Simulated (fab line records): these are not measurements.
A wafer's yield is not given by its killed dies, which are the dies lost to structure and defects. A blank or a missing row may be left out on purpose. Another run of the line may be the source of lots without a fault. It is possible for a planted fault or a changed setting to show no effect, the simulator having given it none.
Which tool was responsible? + flow nandHarc + 72 wafers from 24 lots sampled at 6 of the route's 1159 steps

WHAT EACH GAUGE READ, for each wafer
Not one reading of a measure or inspect step in the record can be checked against a usual standard deviation.

WHICH TOOL RAN EACH LOT (tool, then ch and the chambers of the sampled wafers, then the start)
| lot  | NHARC_A_CONTACT_ETCH_124           | NHARC_A_CONTACT_ETCH_132           | NHARC_A_CONTACT_ETCH_97                      | NHARC_A_CONTACT_ETCH_88           | NHARC_A_CONTACT_ETCH_136           | NHARC_A_CONTACT_ETCH_139           |
|------|------------------------------------|------------------------------------|----------------------------------------------|-----------------------------------|------------------------------------|------------------------------------|
| L074 | harCapEtch-01 ch 0, day 16 21:02   | harCapEtch-01 ch 0, day 16 22:14   | rieDiel-03 ch 0,2, day 17 04:19 or earlier   | rieDiel-13 ch 0,2, day 17 04:19   | harCapEtch-03 ch 0,1, day 17 05:34 | harCapEtch-03 ch 0,1, day 17 05:57 |
| L078 | harCapEtch-03 ch 0,1, day 17 01:00 | harCapEtch-03 ch 0,1, day 17 02:34 | rieDiel-03 ch 2,3, day 17 09:08 or earlier   | rieDiel-13 ch 0,2,3, day 17 09:08 | harCapEtch-03 ch 0,1, day 17 10:32 | harCapEtch-03 ch 0,1, day 17 11:05 |
| L075 | harCapEtch-01 ch 0,1, day 17 02:08 | harCapEtch-01 ch 0,1, day 17 03:19 | rieDiel-13 ch 0,1, day 17 10:25 or earlier   | rieDiel-13 ch 2,3, day 17 10:25   | harCapEtch-01 ch 0,1, day 17 11:45 | harCapEtch-01 ch 0,1, day 17 12:09 |
| L076 | harCapEtch-02 ch 0,1, day 17 07:51 | harCapEtch-02 ch 0,1, day 17 09:02 | rieDiel-08 ch 1,2,3, day 17 14:17 or earlier | rieDiel-13 ch 0,1, day 17 14:17   | harCapEtch-01 ch 0,1, day 17 15:35 | harCapEtch-01 ch 0,1, day 17 15:58 |
| L079 | harCapEtch-03 ch 0,1, day 17 13:31 | harCapEtch-03 ch 0,1, day 17 15:07 | rieDiel-13 ch 0,1,3, day 17 19:50 or earlier | rieDiel-13 ch 2,3, day 17 19:50   | harCapEtch-03 ch 0,1, day 17 21:11 | harCapEtch-03 ch 0,1, day 17 21:41 |
| L077 | harCapEtch-02 ch 0,1, day 17 19:53 | harCapEtch-02 ch 0,1, day 17 21:26 | rieDiel-03 ch 0,2,3, day 18 01:54 or earlier | rieDiel-03 ch 0,2,3, day 18 01:54 | harCapEtch-01 ch 0,1, day 18 03:10 | harCapEtch-01 ch 0,1, day 18 03:35 |
| L082 | harCapEtch-03 ch 0,1, day 18 19:29 | harCapEtch-03 ch 0,1, day 18 20:39 | rieDiel-03 ch 0,2, day 19 02:53 or earlier   | rieDiel-13 ch 2,3, day 19 02:53   | harCapEtch-01 ch 0,1, day 19 04:12 | harCapEtch-01 ch 0,1, day 19 04:37 |
| L081 | harCapEtch-02 ch 0,1, day 18 19:36 | harCapEtch-02 ch 0,1, day 18 20:47 | rieDiel-13 ch 1,2,3, day 19 04:08 or earlier | rieDiel-08 ch 1,2,3, day 19 04:08 | harCapEtch-02 ch 0,1, day 19 05:21 | harCapEtch-02 ch 0,1, day 19 05:43 |
| L080 | harCapEtch-03 ch 0,1, day 19 00:53 | harCapEtch-03 ch 0,1, day 19 02:05 | rieDiel-13 ch 0,1,2, day 19 07:11 or earlier | rieDiel-03 ch 0,1,2, day 19 07:11 | harCapEtch-02 ch 0,1, day 19 08:29 | harCapEtch-02 ch 0,1, day 19 08:52 |
| L084 | harCapEtch-03 ch 0,1, day 19 08:03 | harCapEtch-03 ch 0,1, day 19 09:14 | rieDiel-03 ch 2,3, day 19 14:07 or earlier   | rieDiel-08 ch 0,1, day 19 14:07   | harCapEtch-01 ch 0,1, day 19 15:23 | harCapEtch-01 ch 0,1, day 19 15:44 |
| L085 | harCapEtch-02 ch 0,1, day 19 10:01 | harCapEtch-02 ch 0,1, day 19 11:13 | rieDiel-08 ch 0,1,3, day 19 15:24 or earlier | rieDiel-03 ch 1,2,3, day 19 15:24 | harCapEtch-01 ch 0,1, day 19 16:48 | harCapEtch-01 ch 0,1, day 19 17:10 |
| L086 | harCapEtch-03 ch 0,1, day 19 11:42 | harCapEtch-03 ch 0,1, day 19 12:54 | rieDiel-08 ch 1,3, day 19 18:01 or earlier   | rieDiel-08 ch 0,1,3, day 19 18:01 | harCapEtch-03 ch 0,1, day 19 19:23 | harCapEtch-03 ch 0,1, day 19 19:46 |
| L083 | harCapEtch-01 ch 0,1, day 19 12:11 | harCapEtch-01 ch 0,1, day 19 13:22 | rieDiel-13 ch 2,3, day 19 18:37 or earlier   | rieDiel-08 ch 1,2,3, day 19 18:37 | harCapEtch-01 ch 1, day 19 20:03   | harCapEtch-01 ch 1, day 19 20:26   |
| L087 | harCapEtch-02 ch 0,1, day 19 16:12 | harCapEtch-02 ch 0,1, day 19 17:23 | rieDiel-13 ch 0,2,3, day 19 21:32 or earlier | rieDiel-08 ch 1,3, day 19 21:32   | harCapEtch-03 ch 1, day 19 23:05   | harCapEtch-03 ch 1, day 19 23:27   |
| L088 | harCapEtch-02 ch 0,1, day 19 21:49 | harCapEtch-02 ch 0,1, day 19 23:16 | rieDiel-03 ch 1,2, day 20 00:14              | rieDiel-03 ch 0,1,3, day 20 04:47 | harCapEtch-03 ch 0,1, day 20 06:01 | harCapEtch-03 ch 0,1, day 20 06:22 |
| L090 | harCapEtch-01 ch 0,1, day 19 22:50 | harCapEtch-01 ch 0,1, day 20 00:02 | rieDiel-03 ch 1,2, day 20 01:21              | rieDiel-03 ch 0,1,2, day 20 05:59 | harCapEtch-02 ch 0,1, day 20 07:14 | harCapEtch-02 ch 0,1, day 20 07:37 |
| L089 | harCapEtch-02 ch 0,1, day 20 16:06 | harCapEtch-02 ch 0,1, day 20 17:17 | rieDiel-08 ch 1,2,3, day 20 21:41 or earlier | rieDiel-03 ch 1,2,3, day 20 21:41 | harCapEtch-01 ch 0, day 20 22:55   | harCapEtch-01 ch 0, day 20 23:18   |
| L094 | harCapEtch-02 ch 0, day 20 21:31   | harCapEtch-02 ch 0, day 20 22:42   | rieDiel-03 ch 1,2,3, day 21 07:07 or earlier | rieDiel-03 ch 1,2,3, day 21 07:07 | harCapEtch-01 ch 0,1, day 21 08:32 | harCapEtch-01 ch 0,1, day 21 08:55 |
| L091 | harCapEtch-03 ch 0,1, day 21 00:58 | harCapEtch-03 ch 0,1, day 21 02:10 | rieDiel-03 ch 0,1,2, day 21 10:05 or earlier | rieDiel-03 ch 0,1,2, day 21 10:05 | harCapEtch-03 ch 0,1, day 21 11:22 | harCapEtch-03 ch 0,1, day 21 11:44 |
| L092 | harCapEtch-02 ch 0,1, day 21 07:11 | harCapEtch-02 ch 0,1, day 21 08:22 | rieDiel-03 ch 0,1,2, day 21 13:55 or earlier | rieDiel-03 ch 0,1, day 21 13:55   | harCapEtch-01 ch 0,1, day 21 15:13 | harCapEtch-01 ch 0,1, day 21 15:37 |
| L093 | harCapEtch-03 ch 0,1, day 21 21:17 | harCapEtch-03 ch 0,1, day 21 22:35 | rieDiel-08 ch 1,2, day 22 02:34 or earlier   | rieDiel-03 ch 0,2,3, day 22 02:34 | harCapEtch-01 ch 0,1, day 22 03:53 | harCapEtch-01 ch 0,1, day 22 04:23 |
| L097 | harCapEtch-02 ch 0,1, day 22 13:34 | harCapEtch-02 ch 0,1, day 22 14:46 | rieDiel-03 ch 0,3, day 22 20:02 or earlier   | rieDiel-03 ch 0,1,2, day 22 20:02 | harCapEtch-01 ch 0,1, day 22 21:27 | harCapEtch-01 ch 0,1, day 22 21:49 |
| L095 | harCapEtch-01 ch 1, day 22 17:46   | harCapEtch-01 ch 1, day 22 18:57   | rieDiel-13 ch 1,2,3, day 23 00:36 or earlier | rieDiel-03 ch 1,3, day 23 00:36   | harCapEtch-03 ch 0,1, day 23 01:52 | harCapEtch-03 ch 0,1, day 23 02:14 |
| L096 | harCapEtch-03 ch 0,1, day 22 19:37 | harCapEtch-03 ch 0,1, day 22 20:47 | rieDiel-13 ch 0,1,3, day 23 03:13 or earlier | rieDiel-03 ch 1,2,3, day 23 03:13 | harCapEtch-03 ch 0,1, day 23 04:29 | harCapEtch-03 ch 0,1, day 23 04:55 |
- NHARC_A_CONTACT_ETCH_124: etches the open film in C4F8/O2/Ar, time 140 s, target depth 700 nm.
- NHARC_A_CONTACT_ETCH_132: etches the open film in C4F8/O2/Ar, time 156 s, target depth 958 nm.
- NHARC_A_CONTACT_ETCH_97: etches the open film in C4F6/O2, target depth 20 nm, time 10 s.
- NHARC_A_CONTACT_ETCH_88: etches the open film in CF4, target depth 39 nm, time 65 s.
- NHARC_A_CONTACT_ETCH_136: etches the open film in C4F8/O2/Ar, time 132 s, target depth 1287 nm.
- NHARC_A_CONTACT_ETCH_139: etches the open film in C4F8/O2/Ar, time 137 s, target depth 590 nm.

AS READ BY THE TOOLS THEMSELVES (means over the sampled wafers that have a number; for cases with no such wafer, the mark the record gives instead)
NHARC_A_CONTACT_ETCH_97. Usual: drypumpMotorCurrentA 5.8 A, standard deviation 0.45; mfcArSccm 499.9 sccm, standard deviation 1.6; oesProductAu 0.959 a.u., standard deviation 0.022; rfVppV 546 V, standard deviation 3.8; showerheadPlenumPTorr 3.87 Torr, standard deviation 0.18; throttleValvePct 26.903 %, standard deviation 0.009.
| lot  | tool       | drypumpMotorCurrentA (A) | mfcArSccm (sccm) | oesProductAu (a.u.) | rfVppV (V) | showerheadPlenumPTorr (Torr) | throttleValvePct (%) | flag |
|------|------------|--------------------------|------------------|---------------------|------------|------------------------------|----------------------|------|
| L074 | rieDiel-03 | 5.8                      | 500.6            | 0.957               | 546        | 3.90                         | 26.908               |      |
| L078 | rieDiel-03 | 6.1                      | 500.8            | 0.943               | 546        | 3.88                         | 26.907               |      |
| L075 | rieDiel-13 | 6.1                      | 499.0            | 0.955               | 542        | 3.74                         | 26.898               |      |
| L076 | rieDiel-08 | 5.4                      | 500.1            | 0.964               | 542        | 3.68                         | 26.896               |      |
| L079 | rieDiel-13 | 6.1                      | 499.3            | 0.938               | 546        | 3.89                         | 26.900               |      |
| L077 | rieDiel-03 | 6.1                      | 499.1            | 0.945               | 545        | 3.83                         | 26.906               |      |
| L082 | rieDiel-03 | 5.9                      | 501.4            | 0.956               | 546        | 3.86                         | 26.902               |      |
| L081 | rieDiel-13 | 5.7                      | 501.5            | 0.944               | 547        | 3.93                         | 26.907               |      |
| L080 | rieDiel-13 | 5.7                      | 499.3            | 0.963               | 543        | 3.77                         | 26.912               |      |
| L084 | rieDiel-03 | 6.3                      | 499.1            | 0.999               | 544        | 3.81                         | 26.897               |      |
| L085 | rieDiel-08 | 5.6                      | 500.5            | 0.947               | 542        | 3.68                         | 26.899               |      |
| L086 | rieDiel-08 | 5.5                      | 500.1            | 0.962               | 541        | 3.65                         | 26.907               |      |
| L083 | rieDiel-13 | 5.4                      | 498.8            | 0.936               | 548        | 3.93                         | 26.908               |      |
| L087 | rieDiel-13 | 5.8                      | 499.8            | 0.937               | 547        | 3.89                         | 26.904               |      |
| L088 | rieDiel-03 | 5.5                      | 497.6            | 0.986               | 549        | 4.08                         | 26.905               |      |
| L090 | rieDiel-03 | 5.7                      | 500.2            | 0.995               | 549        | 4.01                         | 26.903               |      |
| L089 | rieDiel-08 | 5.5                      | 500.0            | 0.973               | 542        | 3.66                         | 26.894               |      |
| L094 | rieDiel-03 | 5.9                      | 498.9            | 0.943               | 547        | 3.94                         | 26.909               |      |
| L091 | rieDiel-03 | 5.7                      | 500.1            | 0.946               | 548        | 3.96                         | 26.897               |      |
| L092 | rieDiel-03 | 5.7                      | 499.5            | 0.951               | 548        | 3.96                         | 26.898               |      |
| L093 | rieDiel-08 | 5.7                      | 500.2            | 1.017               | 549        | 4.05                         | 26.910               |      |
| L097 | rieDiel-03 | 6.1                      | 501.3            | 0.959               | 544        | 3.78                         | 26.899               |      |
| L095 | rieDiel-13 | 5.7                      | 499.9            | 0.959               | 546        | 3.91                         | 26.905               |      |
| L096 | rieDiel-13 | 6.1                      | 499.4            | 0.944               | 546        | 3.87                         | 26.905               |      |

NHARC_A_CONTACT_ETCH_88. Usual: drypumpMotorCurrentA 5.8 A, standard deviation 0.44; mfcArSccm 0.006 sccm, standard deviation 0.0073; oesProductAu 1.000 a.u., standard deviation 0.012; rfVppV 150.9 V, standard deviation 1.3; showerheadPlenumPTorr 1.74 Torr, standard deviation 0.081; throttleValvePct 13.285 %, standard deviation 0.0092.
| lot  | tool       | drypumpMotorCurrentA (A) | mfcArSccm (sccm) | oesProductAu (a.u.) | rfVppV (V) | showerheadPlenumPTorr (Torr) | throttleValvePct (%) | flag |
|------|------------|--------------------------|------------------|---------------------|------------|------------------------------|----------------------|------|
| L074 | rieDiel-13 | 5.8                      | 0.000            | 1.000               | 150.2      | 1.69                         | 13.289               |      |
| L078 | rieDiel-13 | 5.8                      | 0.001            | 1.002               | 150.8      | 1.76                         | 13.290               |      |
| L075 | rieDiel-13 | 5.4                      | 0.001            | 0.980               | 152.3      | 1.78                         | 13.278               |      |
| L076 | rieDiel-13 | 6.1                      | 0.002            | 1.003               | 149.9      | 1.69                         | 13.283               |      |
| L079 | rieDiel-13 | 5.8                      | 0.003            | 0.989               | 151.3      | 1.83                         | 13.279               |      |
| L077 | rieDiel-03 | 6.0                      | 0.011            | 0.998               | 150.9      | 1.73                         | 13.285               |      |
| L082 | rieDiel-13 | 5.8                      | 0.003            | 0.991               | 152.1      | 1.82                         | 13.285               |      |
| L081 | rieDiel-08 | 5.4                      | 0.002            | 1.005               | 150.2      | 1.65                         | 13.282               |      |
| L080 | rieDiel-03 | 5.7                      | 0.006            | 0.992               | 152.1      | 1.79                         | 13.290               |      |
| L084 | rieDiel-08 | 5.6                      | 0.002            | 0.993               | 150.1      | 1.67                         | 13.288               |      |
| L085 | rieDiel-03 | 5.9                      | 0.011            | 1.002               | 152.0      | 1.78                         | 13.277               |      |
| L086 | rieDiel-08 | 5.6                      | 0.002            | 1.001               | 150.1      | 1.66                         | 13.290               |      |
| L083 | rieDiel-08 | 5.5                      | 0.002            | 1.006               | 149.4      | 1.65                         | 13.287               |      |
| L087 | rieDiel-08 | 5.8                      | 0.005            | 1.025               | 149.5      | 1.65                         | 13.287               |      |
| L088 | rieDiel-03 | 5.9                      | 0.005            | 0.998               | 152.0      | 1.76                         | 13.303               |      |
| L090 | rieDiel-03 | 5.7                      | 0.006            | 1.000               | 152.2      | 1.79                         | 13.285               |      |
| L089 | rieDiel-03 | 5.9                      | 0.011            | 1.004               | 150.8      | 1.78                         | 13.283               |      |
| L094 | rieDiel-03 | 5.9                      | 0.011            | 1.001               | 151.1      | 1.77                         | 13.276               |      |
| L091 | rieDiel-03 | 5.7                      | 0.006            | 1.002               | 151.6      | 1.79                         | 13.278               |      |
| L092 | rieDiel-03 | 5.6                      | 0.000            | 1.006               | 151.6      | 1.82                         | 13.290               |      |
| L093 | rieDiel-03 | 6.1                      | 0.011            | 0.997               | 151.2      | 1.72                         | 13.281               |      |
| L097 | rieDiel-03 | 5.7                      | 0.006            | 1.005               | 151.3      | 1.79                         | 13.276               |      |
| L095 | rieDiel-03 | 5.8                      | 0.005            | 1.001               | 151.1      | 1.81                         | 13.280               |      |
| L096 | rieDiel-03 | 5.9                      | 0.011            | 0.998               | 151.4      | 1.77                         | 13.281               |      |

THE ANSWER, worked out from the rows above alone
Rule: lot off if the mean of its wafers having a number is beyond 3 standard deviations from the usual mean. A lot without any number at a reading at which 4 lots or more have one is off too. Any other lot the step has rows for is counted as sound. Order of review: gauges by route order, followed by the tools' own readings, for which a lot's mean as printed above is used. The first step at which some lot is off is used, and at that step the reading that is off furthest; a lot without a number counts as furthest.
Nothing can be told from this: no lot is off at any reading shown.

WHAT THE SIMULATOR HAD PUT IN
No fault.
